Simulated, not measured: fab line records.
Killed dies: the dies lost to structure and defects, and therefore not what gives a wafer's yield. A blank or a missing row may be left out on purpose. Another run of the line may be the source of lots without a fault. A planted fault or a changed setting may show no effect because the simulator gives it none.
Which tool did it? ; flow nand harc ; 33 wafers from 11 lots sampled at 5 of the route's 1159 steps

WHAT THE GAUGES SHOWED, per wafer
NHARC_END_SORT_01.
lot;measured;on;killed at array;killed at other;killed at periphery;killed dies;killed open;killed short
L836;day 24 19:32;prober-01;19 28 579;2 1 0;0 3 4;21 32 583;2 1 5;3 3 4

WHICH TOOL RAN EACH LOT (tool, then ch and the chambers of the sampled wafers, then the start)
lot;NHARC_A_STAIRCASE_TRIM_191;NHARC_A_STAIRCASE_ETCH_199;NHARC_A_STAIRCASE_TRIM_202;NHARC_A_STAIRCASE_STRIP_205
L821;rie diel-11 ch 0,2,3, day 11 12:24 or earlier;rie diel-11 ch 1,2, day 11 12:24 or earlier;rie diel-11 ch 0,3, day 11 12:24;plasma asher-02 ch 0,1, day 11 12:52
L822;rie diel-04 ch 1,2,3, day 11 12:37 or earlier;rie diel-04 ch 0,1,3, day 11 12:37 or earlier;rie diel-04 ch 0,1,2, day 11 12:37;plasma asher-01 ch 0,1, day 11 13:04
L823;rie diel-11 ch 0,3, day 11 20:26 or earlier;rie diel-11 ch 1,3, day 11 20:26 or earlier;rie diel-11 ch 0,2,3, day 11 20:26;plasma asher-01 ch 0,1, day 11 20:47
L825;rie diel-04 ch 0,1,2, day 11 21:50 or earlier;rie diel-04 ch 0,1, day 11 21:50 or earlier;rie diel-04 ch 0,1, day 11 21:50;plasma asher-01 ch 0,1, day 11 22:11
L824;rie diel-05 ch 0,1,3, day 12 00:08 or earlier;rie diel-11 ch 0,1, day 12 00:08 or earlier;rie diel-11 ch 0,2,3, day 12 00:08;plasma asher-01 ch 0, day 12 00:29
L826;rie diel-04 ch 0,1,3, day 12 06:43 or earlier;rie diel-04 ch 0,1,3, day 12 06:43 or earlier;rie diel-04 ch 0,1,3, day 12 06:43;plasma asher-01 ch 0,1, day 12 07:05
L827;rie diel-05 ch 0,2,3, day 12 14:17 or earlier;rie diel-05 ch 0,1,2, day 12 14:17 or earlier;rie diel-05 ch 0,1,3, day 12 14:17;plasma asher-02 ch 0,1, day 12 14:37
L828;rie diel-11 ch 1,2,3, day 12 14:26 or earlier;rie diel-11 ch 0,1,2, day 12 14:26 or earlier;rie diel-11 ch 0,1, day 12 14:26;plasma asher-02 ch 0,1, day 12 15:16
L836;rie diel-05 ch 0,2,3, day 15 02:41 or earlier;rie diel-04 ch 0,2, day 15 02:41 or earlier;rie diel-04 ch 0,1,3, day 15 02:41;plasma asher-01 ch 0,1, day 15 03:05
L838;rie diel-04 ch 0,1,2, day 15 04:14 or earlier;rie diel-11 ch 2,3, day 15 04:14 or earlier;rie diel-11 ch 0,2,3, day 15 04:14;plasma asher-02 ch 0,1, day 15 04:37
L844;rie diel-05 ch 0,2,3, day 16 22:36 or earlier;rie diel-11 ch 0,1,2, day 16 22:36 or earlier;rie diel-11 ch 0,2,3, day 16 22:36;plasma asher-01 ch 0,1, day 16 22:56
- NHARC_A_STAIRCASE_TRIM_191: chemistry O2, time 211.2 s.
- NHARC_A_STAIRCASE_ETCH_199: etches the open film in C4F8/O2, target depth 100 nm, time 40.5 s.
- NHARC_A_STAIRCASE_TRIM_202: chemistry O2, time 211.2 s.
- NHARC_A_STAIRCASE_STRIP_205: strips in O2.

WHAT THE TOOLS THEMSELVES READ (means of the sampled wafers that have a number; where no wafer has one, the mark that the record gives instead)
NHARC_A_STAIRCASE_TRIM_191.
lot;tool;drypump motor current A (A);oes product au (a.u.);rf vpp V (V);run length s (s);showerhead plenum p Torr (Torr);throttle valve pct (%)
L821;rie diel-11;5.7;1.011;57.2;232.5;3.64;17.033
L822;rie diel-04;5.6;0.999;57.3;232.0;3.50;17.022
L823;rie diel-11;5.7;1.006;57.7;232.4;3.59;17.036
L825;rie diel-04;5.5;1.002;57.9;232.4;3.52;17.038
L824;rie diel-05;6.0;1.004;57.0;232.3;3.52;17.038
L826;rie diel-04;5.7;1.004;58.9;232.3;3.55;17.038
L827;rie diel-05;5.8;1.001;57.1;232.6;3.46;17.029
L828;rie diel-11;5.8;1.003;58.1;232.8;3.66;17.030
L836;rie diel-05;5.8;1.014;58.0;232.5;3.45;17.045
L838;rie diel-04;5.6;1.000;57.7;232.2;3.51;17.042
L844;rie diel-05;5.8;1.008;57.5;232.6;3.44;17.030

NHARC_A_STAIRCASE_ETCH_199.
lot;tool;bias w (W);oes product au (a.u.);rf vpp V (V)
L821;rie diel-11;996;0.949;902
L822;rie diel-04;999;0.945;898
L823;rie diel-11;1000;0.945;899
L825;rie diel-04;1003;0.949;898
L824;rie diel-11;998;0.948;897
L826;rie diel-04;998;0.944;896
L827;rie diel-05;998;0.944;897
L828;rie diel-11;1004;0.953;899
L836;rie diel-04;997;0.938;897
L838;rie diel-11;999;0.934;901
L844;rie diel-11;1000;0.962;899

NHARC_A_STAIRCASE_TRIM_202.
lot;tool;drypump motor current A (A);oes product au (a.u.);rf vpp V (V);run length s (s);showerhead plenum p Torr (Torr);throttle valve pct (%)
L821;rie diel-11;5.7;1.001;58.0;232.4;3.59;17.047
L822;rie diel-04;5.6;1.001;57.5;232.1;3.52;17.025
L823;rie diel-11;5.8;1.000;58.4;232.6;3.64;17.033
L825;rie diel-04;5.3;0.995;57.8;231.9;3.53;17.039
L824;rie diel-11;5.8;1.006;57.9;232.7;3.63;17.040
L826;rie diel-04;5.7;0.996;57.6;232.4;3.55;17.034
L827;rie diel-05;6.0;1.010;57.7;232.3;3.52;17.045
L828;rie diel-11;5.4;1.013;57.3;232.6;3.55;17.034
L836;rie diel-04;5.7;0.996;58.3;206.5;3.54;17.047
L838;rie diel-11;5.8;1.009;57.5;232.7;3.62;17.037
L844;rie diel-11;5.8;1.009;58.0;232.5;3.61;17.033

NHARC_A_STAIRCASE_STRIP_205.
lot;tool;drypump motor current A (A);heater power w (W)
L821;plasma asher-02;6.2;302
L822;plasma asher-01;5.9;320
L823;plasma asher-01;5.8;318
L825;plasma asher-01;5.8;321
L824;plasma asher-01;5.8;330
L826;plasma asher-01;5.8;325
L827;plasma asher-02;6.2;304
L828;plasma asher-02;6.2;299
L836;plasma asher-01;5.8;320
L838;plasma asher-02;6.2;301
L844;plasma asher-01;5.8;321

THE ANSWER, worked out from the rows above alone
Rule: what is usual is taken from the lots themselves. The widest of any qualifying gaps counts: lots, ordered by their means at a reading, are off when they make up no more than a third of the lots, leave a main group of 4 or more, and stand apart from it by 3 or more times the standard deviation of that group's means. The tables above print the reading to a certain number of digits; a main group whose means all agree to those digits is not used. A lot without any number at a reading at which 4 lots or more have one is off too. The other lots that the step has rows for count as sound. After the gauges, taken in route order, come the tools' own readings; for these a lot's mean is taken, as printed above. The first step at which some lot is off is used, and at that step the reading that is off furthest; a lot without a number counts as furthest.
Off: L836 (NHARC_A_STAIRCASE_TRIM_202, run length s). Main group: mean 232.4 s, sd 0.25.
If a tool, at that step or one of the process steps before it, ran each lot that is off and ran no sound lot following the first of them, it fits. NHARC_A_STAIRCASE_TRIM_191 gives no start for some lots, so the hours and the order of its lots are those of NHARC_A_STAIRCASE_TRIM_202. NHARC_A_STAIRCASE_ETCH_199 gives no start for some lots, so the hours and the order of its lots are those of NHARC_A_STAIRCASE_TRIM_202. One candidate fits, namely rie diel-04 at NHARC_A_STAIRCASE_ETCH_199 and NHARC_A_STAIRCASE_TRIM_202. At NHARC_A_STAIRCASE_ETCH_199 its last sound lot is L826 (day 12 06:43), its first lot that is off L836 (day 15 02:41): a fault that began between those two fits.

WHAT THE SIMULATOR HAD INSERTED
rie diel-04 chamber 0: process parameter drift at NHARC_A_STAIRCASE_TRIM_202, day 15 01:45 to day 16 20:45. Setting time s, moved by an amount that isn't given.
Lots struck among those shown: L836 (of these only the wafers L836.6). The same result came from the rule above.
